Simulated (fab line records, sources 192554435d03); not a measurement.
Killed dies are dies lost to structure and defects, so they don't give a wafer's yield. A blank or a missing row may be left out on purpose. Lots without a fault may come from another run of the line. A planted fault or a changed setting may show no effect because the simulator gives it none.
A struck lot beside a sound one | flow n5_finfet | 38 steps out of a route of 1938
Sound: wafers L960.1, L960.4, L960.5. Struck: wafers L956.1, L956.2, L956.3. The cause comes at the end.
At each step with rows: each side's tool, then ch and its chambers, then its first start. Under that, the readings that differ: sound wafers | struck wafers | difference of the means | sigmas: that difference in standard deviations of wafers without a fault.
alike: readings whose means differ by less than 2 such deviations, and words and numbers that are the same on both sides. not compared: withheld readings, readings that some wafer has no value for, bounds like >300 that may hide the same value, and numbers for which the record gives no deviation and whose values overlap.
The two part at a step that has a row with sigmas, a row that says differs or no value, or rows on one side only. Numbers that don't overlap but have no deviation are shown without sigmas and don't part them. A reading that every wafer of one side lacks parts them only if that side has two wafers or more.

first, 9 steps without rows for these wafers: N5_BEOL_M4_ANNEAL_95 (time 240 s); N5_BEOL_M4_SPUTTER_96 (material Cu, target thk 4.5 nm, time 8.29 s); N5_BEOL_M4_ECD_50 (material Cu, target thk 300 nm); N5_BEOL_M4_ANNEAL_51 (time 90 s); N5_BEOL_M4_CMP_52 (polishes, stops on SiOC, t overpolish 6.8 s, target thk 40 nm); N5_BEOL_M4_PRE_CLEAN_60 (time 15 s); N5_BEOL_M4_CO_CAP_55 (material Co, precursor CCTBA/H2, target thk 2 nm, time 102.1 s); N5_BEOL_M4_PRE_CLEAN_56 (time 15 s); N5_BEOL_M4_DEP_57 (deposits SiCN from 3MS/NH3, target thk 8 nm, time 14 s).
N5_BEOL_M4_RC_MEAS_101:
  sound on prober-01 ch 0, day 12 10:19; struck on prober-01 ch 0, day 11 13:05
  alike: DIBL_N, DIBL_P, IOFF_N, IOFF_P, ION_N, ION_P, SS_N, SS_P, VT_N, VT_P
then, 24 steps without rows for these wafers: N5_BEOL_M5_ILD_DEP_00 (deposits SiCOH lowk from DEMS/porogen, target thk 140.64 nm, time 25.9 s); N5_BEOL_M5_CURE_79 (cures SiCOH lowk, time 240 s); N5_BEOL_M5_PECVD_70 (deposits SiO2 from TEOS/O2, target thk 16 nm, time 18 s); N5_BEOL_M5_HM_DEP_02 (deposits TiN, target thk 20 nm); N5_BEOL_M5_COAT_59 (time 60 s, resist thk 60 nm); N5_BEOL_M5_COAT_60 (time 60 s, resist thk 12 nm); N5_BEOL_M5_COAT_71 (time 60 s, resist thk 5 nm); N5_BEOL_M5_COAT_05 (resist thk 30 nm); N5_BEOL_M5_EBR_07; N5_BEOL_M5_SOFTBAKE_06 (time 60 s); N5_BEOL_M5_EXPOSE_08 (exposes mask M5, target cd 28 nm); N5_BEOL_M5_PEB_09 (peb time 60 s); N5_BEOL_M5_DEVELOP_10 (develop time 30 s); N5_BEOL_M5_DESCUM_16 (chemistry O2, time 7 s); N5_BEOL_M5_ETCH_72 (etches underlayer in N2/H2, target depth 6.5 nm, time 5.2 s); N5_BEOL_M5_ETCH_61 (etches SiARC in CF4, target depth 15.6 nm, time 26 s); N5_BEOL_M5_ETCH_62 (etches SOC in N2/H2, target depth 75 nm, overetch 15 nm, time 112.5 s); N5_BEOL_M5_STRIP_63 (strips in N2/H2); N5_BEOL_M5_STRIP_73 (strips in N2/H2); N5_BEOL_M5_STRIP_64 (strips in CF4); N5_BEOL_M5_HM_OPEN_17 (chemistry Cl2/BCl3, target TiN, target depth 20 nm, overetch 6 nm); N5_BEOL_M5_STRIP_19 (strips in O2); N5_BEOL_M5_COAT_65 (time 60 s, resist thk 60 nm); N5_BEOL_M5_COAT_66 (time 60 s, resist thk 12 nm).
-- the record jumps here: 2 days lie between the struck wafers' starts before and after (it left off in module BEOL_M5 and takes up again in module BEOL_M11, whose first step shown is number 1558 of the route) --
N5_BEOL_M11_STRIP_19: strips in O2.
  sound on rie_diel-04 ch 0,1,3, day 14 21:41; struck on rie_diel-06 ch 0,1,2, day 13 21:32
  no value came back on the struck wafers for any of 8 readings (bias_power_w (W), chamber_pressure_mTorr (mTorr) and others); on the sound wafers bias_power_w (W) reads 0 0 0
  reading                                   | sound | struck         | difference | sigmas
  model.SOC_of_BEOL_M11_COAT_59.thk_nm (nm) | 0 0 0 | 91.8 91.8 92.2 | +91.9      |
  not compared: rf_hours_counter_h
N5_BEOL_M11_ETCH_66: etches SOC in N2/H2, target depth 120 nm, overetch 24 nm, time 180 s.
  sound on rie_diel-06 ch 0,1,3, day 14 23:14; struck on rie_diel-04 ch 0,1,3, day 13 22:28
  reading                  | sound           | struck            | difference | sigmas
  model.etch.depth_nm (nm) | 99.79 99.79 100 | 143.3 146.2 143.2 | +44.4      |
  alike: drypump_motor_current_A, oes_product_au, rf_vpp_V, showerhead_plenum_p_Torr, throttle_valve_pct
  not compared: rf_hours_counter_h
N5_BEOL_M11_VIA_ETCH_34: etches SiCOH lowk in C4F6/O2, target depth 184.5 nm, time 69.2 s.
  sound on rie_diel-06 ch 0,1,3, day 14 23:22; struck on rie_diel-04 ch 0,1,3, day 13 22:35
  reading               | sound          | struck         | difference | sigmas
  oes_product_au (a.u.) | 0.76 0.88 0.89 | 0.26 0.33 0.28 | -0.55      | -6
  alike: drypump_motor_current_A, oes_f_703_au, rf_vpp_V, showerhead_plenum_p_Torr, throttle_valve_pct
  not compared: rf_hours_counter_h
N5_PASSIVATION_PROBE_49:
  the record has rows for the struck wafers here (prober-01, day 15 12:35) and none for the sound ones

WHERE THEY PART
First at N5_BEOL_M11_STRIP_19; last, within this record, at N5_PASSIVATION_PROBE_49.

WHY: what the simulator had put in
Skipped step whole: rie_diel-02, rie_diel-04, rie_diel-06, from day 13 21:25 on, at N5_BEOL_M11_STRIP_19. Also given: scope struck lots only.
